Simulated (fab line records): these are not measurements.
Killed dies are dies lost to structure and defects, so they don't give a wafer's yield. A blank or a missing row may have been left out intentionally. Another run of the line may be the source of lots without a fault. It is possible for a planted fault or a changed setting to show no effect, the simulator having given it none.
fab line records + flow n5-finfet
[record]
- lots = 11
- wafers = 33
- last-day = 18
route steps=1938 shown BEOL_M15@1809 MIM_BOT@1832 PASSIVATION@1936
lots that met no fault: from a run of the same line without faults
start-h: hours from the record's opening day to when the first of the lot's shown wafers began + wait-h: hours since the lot's step before + " identical to the entry in the row above + L1.1+2: several wafers, shown together as one row + - either no value or no given start + * or withheld: withheld + < > ~ a bound
route shown NAME@n: a module of which the file shows steps, and the number in the route of the first + usual: mean/standard deviation of fault-free wafers + same: alike in all rows + chamber/n: place in a boat + sites: each site's reading + _std_site: the values' standard deviation + _edge_site: inner sites' mean taken away from outer sites' mean + radius-mm: for every site, how far away it sits from the centre of the wafer + mask NAME#n: copy n + behind: the last tool/chamber to shape the wafer + hold: the reason the lot was held/the length of the hold in hours/how it ended + device: names the non-switching transistor (n, p or np) + end of line: tests run on the same wafers once the route is complete + step lacking rows: just its recipe + killed: not the wafer's yield, but the dies lost to structure and defects at the first sort + map: the dies of a wafer, with x for killed, . for not killed, _ for no die there
set.NAME: setting as actually run; set.NAME@STEP: the setting as run at that earlier step + model.NAME: the simulator's own value behind a step, which no gauge read
steps of the route over a sample of lots; a table a step, a row a wafer
services: the hour from which a tool's chamber was out of use, counted from the record's first day as start-h (under 0 if before that day), plus the number of hours and why
[[steps]]
[step N5_BEOL_M15_TRENCH_ETCH_34]
[recipe]
- chemistry = C4F8/O2/Ar
- target = SiO2
- target-depth-a = 8729.3
- he-inner-torr = 15
- he-outer-torr = 30
- time-s = 199
- ion-energy-ev = 800
- pressure-mtorr = 20
- source-w = 1905
- bias-w = 2040
- Ar_flow_sccm = 400
- C4F8_flow_sccm = 16
- O2_flow_sccm = 12
[usual]
- drypump-motor-current-A = 5.9/0.32
- oes-product-au = 0.81/0.088
- rf-vpp-V = 2226/16
- showerhead-plenum-p-Torr = 3.45/0.063
- throttle-valve-pct = 30.89/0.25
| lot.wafer | tool        | chamber | start-h | wait-h | drypump-motor-current-A | oes-product-au | rf-hours-counter-h | rf-vpp-V | showerhead-plenum-p-Torr | throttle-valve-pct |
|-----------|-------------|---------|---------|--------|-------------------------|----------------|--------------------|----------|--------------------------|--------------------|
| L104.1    | rie-diel-05 | 0       | 255.53  | 0.0    | 6.1                     | 0.85           | 64                 | 2211     | 3.49                     | 31.12              |
| L104.2    | "           | 3       | "       | "      | 6.0                     | 0.68           | 243                | 2235     | 3.53                     | 30.87              |
| L104.3    | "           | 1       | "       | "      | 5.9                     | 0.84           | 58                 | 2221     | 3.49                     | 30.57              |
| L106.3    | rie-diel-01 | 3       | 263.22  | 0.0    | 5.8                     | 0.77           | 142                | 2228     | 3.30                     | 31.15              |
| L106.4    | "           | 1       | "       | "      | 5.9                     | 0.96           | 3                  | 2204     | 3.39                     | 30.67              |
| L106.6    | "           | 0       | "       | "      | 6.3                     | 0.94           | -                  | 2240     | 3.51                     | 30.47              |
| L110.1    | rie-diel-01 | 1       | 300.67  | 0.0    | 5.9                     | 0.92           | 15                 | 2204     | 3.38                     | 30.70              |
| L110.2    | "           | 3       | "       | "      | 5.8                     | 0.75           | 154                | 2227     | 3.30                     | 31.15              |
| L110.6    | "           | 1       | "       | "      | 6.0                     | 0.92           | -                  | 2203     | 3.38                     | 30.68              |
| L119.2    | rie-diel-05 | 0       | 349.99  | 0.0    | 6.0                     | 0.81           | 92                 | 2209     | 3.47                     | 31.16              |
| L119.3    | "           | 2       | "       | "      | 5.5                     | 0.77           | 112                | 2244     | 3.45                     | 30.89              |
| L119.5    | "           | 1       | "       | "      | 5.9                     | 0.82           | -                  | 2219     | 3.47                     | 30.60              |
| L120.1    | rie-diel-02 | 3       | 350.43  | 0.0    | 5.7                     | 0.70           | 197                | 2226     | 3.42                     | 30.68              |
| L120.4    | "           | 0       | "       | "      | 5.4                     | 0.75           | 132                | 2202     | 3.45                     | 30.94              |
| L120.5    | "           | 2       | "       | "      | 6.3                     | 0.87           | -                  | 2224     | 3.49                     | 31.08              |
| L118.2    | rie-diel-02 | 1       | 361.06  | 0.0    | 6.4                     | 0.70           | 230                | 2226     | 3.39                     | 31.22              |
| L118.3    | "           | 3       | "       | "      | 5.7                     | 0.70           | 200                | 2226     | 3.41                     | 30.70              |
| L118.6    | "           | 1       | "       | "      | 6.4                     | 0.70           | -                  | 2225     | 3.39                     | 31.25              |
| L121.1    | rie-diel-05 | 0       | 361.36  | 0.0    | 6.1                     | 0.82           | 95                 | 2211     | 3.47                     | 31.16              |
| L121.2    | "           | 1       | "       | "      | 5.9                     | 0.82           | 89                 | 2217     | 3.47                     | 30.61              |
| L121.3    | "           | 3       | "       | "      | 6.0                     | 0.91           | 17                 | 2234     | 3.52                     | 30.66              |
| L122.3    | rie-diel-01 | 3       | 379.28  | 0.0    | 5.8                     | 0.74           | 178                | 2226     | 3.29                     | 31.19              |
| L122.5    | "           | 0       | "       | "      | 6.3                     | 0.86           | -                  | 2241     | 3.49                     | 30.48              |
| L122.6    | "           | 3       | "       | "      | 5.8                     | 0.74           | -                  | 2226     | 3.29                     | 31.19              |
| L125.1    | rie-diel-02 | 0       | 399.31  | 0.0    | 5.5                     | 0.73           | 149                | 2201     | 3.44                     | 30.97              |
| L125.2    | "           | 2       | "       | "      | 6.3                     | 0.85           | 73                 | 2225     | 3.48                     | 31.09              |
| L125.4    | "           | 0       | "       | "      | 5.5                     | 0.73           | -                  | 2200     | 3.44                     | 30.97              |
| L124.2    | rie-diel-02 | 1       | 403.51  | 0.0    | 6.4                     | 0.70           | 246                | 2224     | 3.38                     | 31.26              |
| L124.4    | "           | 2       | "       | "      | 6.3                     | 0.85           | -                  | 2224     | 3.48                     | 31.08              |
| L124.6    | "           | 1       | "       | "      | 6.4                     | 0.70           | -                  | 2225     | 3.38                     | 31.25              |
| L126.2    | rie-diel-05 | 1       | 412.54  | 0.0    | 5.9                     | 0.80           | 100                | 2219     | 3.47                     | 30.60              |
| L126.4    | "           | 2       | "       | "      | 5.5                     | 0.75           | 127                | 2246     | 3.44                     | 30.89              |
| L126.5    | "           | 2       | "       | "      | 5.5                     | 0.76           | -                  | 2247     | 3.44                     | 30.91              |
[step N5_BEOL_M15_SPUTTER_43]
[recipe]
- material = TaN
- target-thk-a = 150
- temp-c = 50
- bias-v = 168.6
- power-w = 15000
- chamber-pressure-pa = 0.12
- time-s = 24.19
[usual]
- cathode-dc-power-W = 15000/2.5
- throttle-valve-pct = 30.2/1.3
| lot.wafer | tool           | chamber | start-h | wait-h | cathode-dc-power-W | throttle-valve-pct |
|-----------|----------------|---------|---------|--------|--------------------|--------------------|
| L104.1    | pvd-sputter-02 | -       | 257.14  | 0.0    | 15001              | 30.3               |
| L104.2    | "              | -       | "       | "      | 14998              | 28.3               |
| L104.3    | "              | -       | "       | "      | 15001              | 30.0               |
| L106.3    | pvd-sputter-02 | -       | 265.53  | 0.0    | 15003              | 33.3               |
| L106.4    | "              | -       | "       | "      | 18779              | 30.7               |
| L106.6    | "              | -       | "       | "      | 14998              | 33.1               |
| L110.1    | pvd-sputter-02 | -       | 302.45  | 0.0    | 18784              | 30.6               |
| L110.2    | "              | -       | "       | "      | 15003              | 29.8               |
| L110.6    | "              | -       | "       | "      | 18785              | 30.4               |
| L119.2    | pvd-sputter-01 | -       | 352.26  | 0.0    | 14996              | 30.2               |
| L119.3    | "              | -       | "       | "      | 14999              | 30.7               |
| L119.5    | "              | -       | "       | "      | 15000              | 29.8               |
| L120.1    | pvd-sputter-03 | -       | 353.70  | 0.0    | 15001              | 31.0               |
| L120.4    | "              | -       | "       | "      | 14998              | 30.0               |
| L120.5    | "              | -       | "       | "      | 15003              | 30.6               |
| L118.2    | pvd-sputter-03 | -       | 363.88  | 0.0    | 15001              | 28.9               |
| L118.3    | "              | -       | "       | "      | 15000              | 30.5               |
| L118.6    | "              | -       | "       | "      | 15004              | 29.8               |
| L121.1    | pvd-sputter-01 | -       | 363.91  | 0.0    | 14999              | 30.7               |
| L121.2    | "              | -       | "       | "      | 14999              | 29.6               |
| L121.3    | "              | -       | "       | "      | 15000              | 30.4               |
| L122.3    | pvd-sputter-02 | -       | 381.29  | 0.0    | 14998              | 28.0               |
| L122.5    | "              | -       | "       | "      | 14998              | 30.0               |
| L122.6    | "              | -       | "       | "      | 15001              | 30.5               |
| L125.1    | pvd-sputter-03 | -       | 400.59  | 0.0    | 14999              | 28.9               |
| L125.2    | "              | -       | "       | "      | 15002              | 31.0               |
| L125.4    | "              | -       | "       | "      | 14999              | 30.1               |
| L124.2    | pvd-sputter-02 | -       | 408.13  | 0.0    | 14999              | 30.1               |
| L124.4    | "              | -       | "       | "      | 14999              | 30.6               |
| L124.6    | "              | -       | "       | "      | 15002              | 28.0               |
| L126.2    | pvd-sputter-02 | -       | 415.54  | 0.0    | 15002              | 33.1               |
| L126.4    | "              | -       | "       | "      | 15003              | 29.9               |
| L126.5    | "              | -       | "       | "      | 14995              | 29.7               |
[step N5_BEOL_M15_CMP_49]
[recipe]
- stop-on = SiO2
- t-overpolish-s = 4.9
- down-force-psi = 2
- platen-rpm = 80
- clearing-platen-down-force-psi = 2
- clearing-platen-rpm = 80
- post-cmp-clean = cu-alkaline
- target-thk-nm = 850
- clearing-platen-pad-velocity-m-s = 1.5917
- pad-velocity-m-s = 1.5917
[usual]
- barrier-field-endpoint-s = 11.41/0.26
- motor-current-A = 7.9/0.58
| lot.wafer | tool   | chamber | start-h | wait-h | barrier-field-endpoint-s | motor-current-A |
|-----------|--------|---------|---------|--------|--------------------------|-----------------|
| L104.1    | cmp-01 | 0       | 257.96  | 0.3    | 11.18                    | 8.5             |
| L104.2    | "      | 1       | "       | "      | 11.10                    | 8.6             |
| L104.3    | "      | 2       | "       | "      | 11.00                    | 9.0             |
| L106.4    | cmp-02 | 3       | 266.44  | 0.2    | 12.74                    | 7.6             |
| L106.3    | "      | 0       | "       | "      | 11.50                    | 8.1             |
| L106.6    | "      | 2       | "       | "      | 11.53                    | 7.9             |
| L110.2    | cmp-03 | 2       | 303.31  | 0.2    | 11.38                    | 8.3             |
| L110.1    | "      | 3       | "       | "      | 12.92                    | 7.9             |
| L110.6    | "      | 2       | "       | "      | 12.62                    | 8.2             |
| L119.2    | cmp-02 | 2       | 353.12  | 0.2    | 11.48                    | 7.5             |
| L119.3    | "      | 0       | "       | "      | 11.67                    | 8.4             |
| L119.5    | "      | 2       | "       | "      | 11.56                    | 7.6             |
| L120.4    | cmp-03 | 3       | 354.56  | 0.1    | 11.32                    | 7.6             |
| L120.1    | "      | 1       | "       | "      | 10.86                    | 7.8             |
| L120.5    | "      | 3       | "       | "      | 11.02                    | 8.1             |
| L118.3    | cmp-03 | 1       | 364.69  | 0.2    | 11.52                    | 7.6             |
| L118.2    | "      | 2       | "       | "      | 11.26                    | 8.0             |
| L118.6    | "      | 2       | "       | "      | 11.28                    | 8.5             |
| L121.3    | cmp-02 | 2       | 364.73  | 0.2    | 11.37                    | 7.7             |
| L121.2    | "      | 3       | "       | "      | 11.18                    | 7.9             |
| L121.1    | "      | 1       | "       | "      | 11.23                    | 7.2             |
| L122.3    | cmp-02 | 2       | 382.76  | 0.3    | 11.15                    | 7.8             |
| L122.6    | "      | 3       | "       | "      | 10.68                    | 7.9             |
| L122.5    | "      | 0       | "       | "      | 10.91                    | 9.0             |
| L125.4    | cmp-02 | 2       | 403.68  | 0.1    | 11.41                    | 7.6             |
| L125.2    | "      | 3       | "       | "      | 11.05                    | 7.5             |
| L125.1    | "      | 1       | "       | "      | 11.30                    | 7.3             |
| L124.2    | cmp-01 | 1       | 409.11  | 0.3    | 11.95                    | 8.5             |
| L124.4    | "      | 3       | "       | "      | 11.88                    | 6.7             |
| L124.6    | "      | 2       | "       | "      | 11.75                    | 8.7             |
| L126.2    | cmp-01 | 2       | 416.39  | 0.2    | 11.22                    | 8.7             |
| L126.4    | "      | 0       | "       | "      | 11.27                    | 8.4             |
| L126.5    | "      | 2       | "       | "      | 11.33                    | 9.0             |
[step N5_BEOL_M15_INSPECT_55]
[recipe]
- inspect-instrument = darkfield
- mode = post-dep
[usual]
- raw-defect-count = 67/21
| lot.wafer | tool              | chamber | start-h | wait-h | raw-defect-count |
|-----------|-------------------|---------|---------|--------|------------------|
| L104.1    | defect-inspect-02 | -       | 258.44  | 0.0    | 46               |
| L104.2    | "                 | -       | "       | "      | 45               |
| L104.3    | "                 | -       | "       | "      | 65               |
| L106.3    | defect-inspect-02 | -       | 266.81  | 0.0    | 45               |
| L106.4    | "                 | -       | "       | "      | 55               |
| L106.6    | "                 | -       | "       | "      | 78               |
| L110.1    | defect-inspect-01 | -       | 303.73  | 0.0    | 59               |
| L110.2    | "                 | -       | "       | "      | 41               |
| L110.6    | "                 | -       | "       | "      | 36               |
| L119.2    | defect-inspect-02 | -       | 353.53  | 0.0    | 65               |
| L119.3    | "                 | -       | "       | "      | 73               |
| L119.5    | "                 | -       | "       | "      | 46               |
| L120.1    | defect-inspect-01 | -       | 355.01  | 0.0    | 98               |
| L120.4    | "                 | -       | "       | "      | 90               |
| L120.5    | "                 | -       | "       | "      | 123              |
| L118.2    | defect-inspect-01 | -       | 365.14  | 0.0    | 59               |
| L118.3    | "                 | -       | "       | "      | 59               |
| L118.6    | "                 | -       | "       | "      | 47               |
| L121.1    | defect-inspect-02 | -       | 365.18  | 0.0    | 80               |
| L121.2    | "                 | -       | "       | "      | 77               |
| L121.3    | "                 | -       | "       | "      | 48               |
| L122.3    | defect-inspect-02 | -       | 383.09  | 0.0    | 112              |
| L122.5    | "                 | -       | "       | "      | 59               |
| L122.6    | "                 | -       | "       | "      | 62               |
| L125.1    | defect-inspect-01 | -       | 404.13  | 0.0    | 74               |
| L125.2    | "                 | -       | "       | "      | 73               |
| L125.4    | "                 | -       | "       | "      | 39               |
| L124.2    | defect-inspect-02 | -       | 409.56  | 0.0    | 58               |
| L124.4    | "                 | -       | "       | "      | 108              |
| L124.6    | "                 | -       | "       | "      | 74               |
| L126.2    | defect-inspect-02 | -       | 416.80  | 0.0    | 62               |
| L126.4    | "                 | -       | "       | "      | 90               |
| L126.5    | "                 | -       | "       | "      | 84               |
[step N5_MIM_BOT_DEGAS_01]
[recipe]
- ambient = vacuum
- temp-c = 300
- time-s = 60
[usual]
- heater-power-w = 458/45
| lot.wafer | tool           | chamber | start-h | wait-h | heater-power-w |
|-----------|----------------|---------|---------|--------|----------------|
| L104.1    | pvd-sputter-01 | -       | 261.23  | 1.8    | 388            |
| L104.2    | "              | -       | "       | "      | 476            |
| L104.3    | "              | -       | "       | "      | 474            |
| L106.3    | pvd-sputter-01 | -       | 267.93  | 0.1    | 457            |
| L106.4    | "              | -       | "       | "      | 389            |
| L106.6    | "              | -       | "       | "      | 384            |
| L110.1    | pvd-sputter-02 | -       | 305.50  | 0.8    | 562            |
| L110.2    | "              | -       | "       | "      | 443            |
| L110.6    | "              | -       | "       | "      | 553            |
| L119.2    | pvd-sputter-03 | -       | 356.60  | 1.6    | 447            |
| L119.3    | "              | -       | "       | "      | 390            |
| L119.5    | "              | -       | "       | "      | 432            |
| L120.1    | pvd-sputter-03 | -       | 356.94  | 0.8    | 398            |
| L120.4    | "              | -       | "       | "      | 453            |
| L120.5    | "              | -       | "       | "      | 449            |
| L118.2    | pvd-sputter-01 | -       | 368.17  | 2.0    | 439            |
| L118.3    | "              | -       | "       | "      | 389            |
| L118.6    | "              | -       | "       | "      | 474            |
| L121.1    | pvd-sputter-03 | -       | 368.18  | 2.0    | 488            |
| L121.2    | "              | -       | "       | "      | 452            |
| L121.3    | "              | -       | "       | "      | 400            |
| L122.3    | pvd-sputter-01 | -       | 384.92  | 0.8    | 397            |
| L122.5    | "              | -       | "       | "      | 478            |
| L122.6    | "              | -       | "       | "      | 394            |
| L125.1    | pvd-sputter-01 | -       | 406.79  | 1.7    | 454            |
| L125.2    | "              | -       | "       | "      | 375            |
| L125.4    | "              | -       | "       | "      | 472            |
| L124.2    | pvd-sputter-02 | -       | 411.38  | 0.8    | 557            |
| L124.4    | "              | -       | "       | "      | 569            |
| L124.6    | "              | -       | "       | "      | 456            |
| L126.2    | pvd-sputter-02 | -       | 418.55  | 0.7    | 567            |
| L126.4    | "              | -       | "       | "      | 449            |
| L126.5    | "              | -       | "       | "      | 567            |
[step N5_PASSIVATION_PROBE_49]
[usual]
- defect-limited-yield = 91.4/1.6
- killed_at_M0_to_M3 = 34/12
- killed_at_M4_up = 13/5.2
- killed-at-contacts = 11/5.5
- killed-at-front-end = 40/13
- killed-at-other = 3.4/2.7
- killed-dies = 102/19
- killed-open = 66/15
- killed-short = 33/7.9
- sort_bin_5_function = 5.1/1.1
- sort_bin_6_memory = 3.2/0.7
- sort-n-pass = 1078/19
- sort-yield-pct = 91.4/1.6
[same]
- gross-dies = 1180
- killed-at-back-side = 0
- sort_bin_4_leakage[%] = 0
- sort_bin_8_speed[%] = 0
| lot.wafer | tool      | chamber | start-h | wait-h | defect-limited-yield[%] | killed_at_M0_to_M3 | killed_at_M4_up | killed-at-contacts | killed-at-front-end | killed-at-other | killed-dies | killed-open | killed-short | sort_bin_5_function[%] | sort_bin_6_memory[%] | sort-n-pass | sort-yield-pct[%] |
|-----------|-----------|---------|---------|--------|-------------------------|--------------------|-----------------|--------------------|---------------------|-----------------|-------------|-------------|--------------|------------------------|----------------------|-------------|-------------------|
| L118.3    | prober-01 | -       | 381.11  | 0.1    | 86.8                    | 72                 | 7               | 21                 | 54                  | 2               | 156         | 113         | 42           | 7.9                    | 4.8                  | 1024        | 86.8              |
// killed by level:class
L118.3 BEOL_M1:geometric-particle:open=19 BEOL_M0_SAQP:geometric-particle:open=17 BEOL_M3:geometric-particle:open=15 FIN_SAQP:geometric-particle:open=14 MOL_CONTACT_COAG:geometric-particle:open=13 STI_FIN_REVEAL:geometric-particle:open=10 MOL_CONTACT_COAG:geometric-particle:short=8 BEOL_M0_SAQP:geometric-particle:short=8
[[services]]
| tool           | chamber | start-h | hours | kind   |
|----------------|---------|---------|-------|--------|
| cmp-03         | -       | 240.87  | 2.0   | repair |
| rie-diel-02    | -       | 275.29  | 0.6   | repair |
| cmp-01         | -       | 277.20  | 1.9   | repair |
| cmp-02         | -       | 288.98  | 0.9   | repair |
| cmp-01         | -       | 292.69  | 1.4   | repair |
| cmp-01         | -       | 298.24  | 4.0   | pm     |
| rie-diel-02    | -       | 303.01  | 0.5   | repair |
| cmp-03         | -       | 304.46  | 4.4   | repair |
| rie-diel-01    | 0       | 311.36  | 5.4   | repair |
| cmp-01         | -       | 314.04  | 0.4   | repair |
| pvd-sputter-02 | -       | 335.43  | 2.0   | repair |
| rie-diel-01    | -       | 338.55  | 0.3   | repair |
| cmp-02         | -       | 341.88  | 5.1   | pm     |
| cmp-01         | -       | 347.00  | 11.2  | pm     |
| rie-diel-02    | 2       | 361.69  | 4.1   | repair |
| cmp-02         | -       | 365.98  | 6.9   | pm     |
| rie-diel-05    | -       | 374.94  | 0.4   | repair |
| rie-diel-02    | 3       | 376.49  | 1.6   | repair |
| rie-diel-01    | 1       | 377.45  | 5.0   | repair |
| cmp-03         | -       | 381.15  | 11.6  | pm     |
| rie-diel-05    | -       | 385.19  | 14.6  | pm     |
| pvd-sputter-01 | -       | 386.04  | 5.3   | repair |
| rie-diel-02    | 3       | 395.22  | 12.3  | repair |
| cmp-02         | -       | 412.72  | 4.0   | pm     |
[[key]]
[first-sign]
- step = N5_BEOL_M15_SPUTTER_43
- reading = cathode-dc-power-W
- direction = up
- sigmas = 99+
- usual = *
- struck = *
[effect]
- step = N5_BEOL_M15_CMP_49
- reading = barrier-field-endpoint-s
- direction = up
- sigmas = 5.2
- usual = 11.41
- struck = 12.76
met-at N5_BEOL_M15_SPUTTER_43
struck-lots L106,L110
struck-wafers L106.4,L110.1,L110.6
not-acting-at N5_BEOL_M15_TRENCH_ETCH_34,N5_BEOL_M15_INSPECT_55,N5_MIM_BOT_DEGAS_01
onset-between 257.14 265.53
[fault]
- kind = process-parameter-drift
- tool = pvd-sputter-02
- chamber = -
- onset-h = 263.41
- steps = N5_BEOL_M15_SPUTTER_43
- channel = power-w
- offset = *
- shape = step
- end-h = 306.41
- acts-in = *
- stated = *
- scope = struck-wafers-only
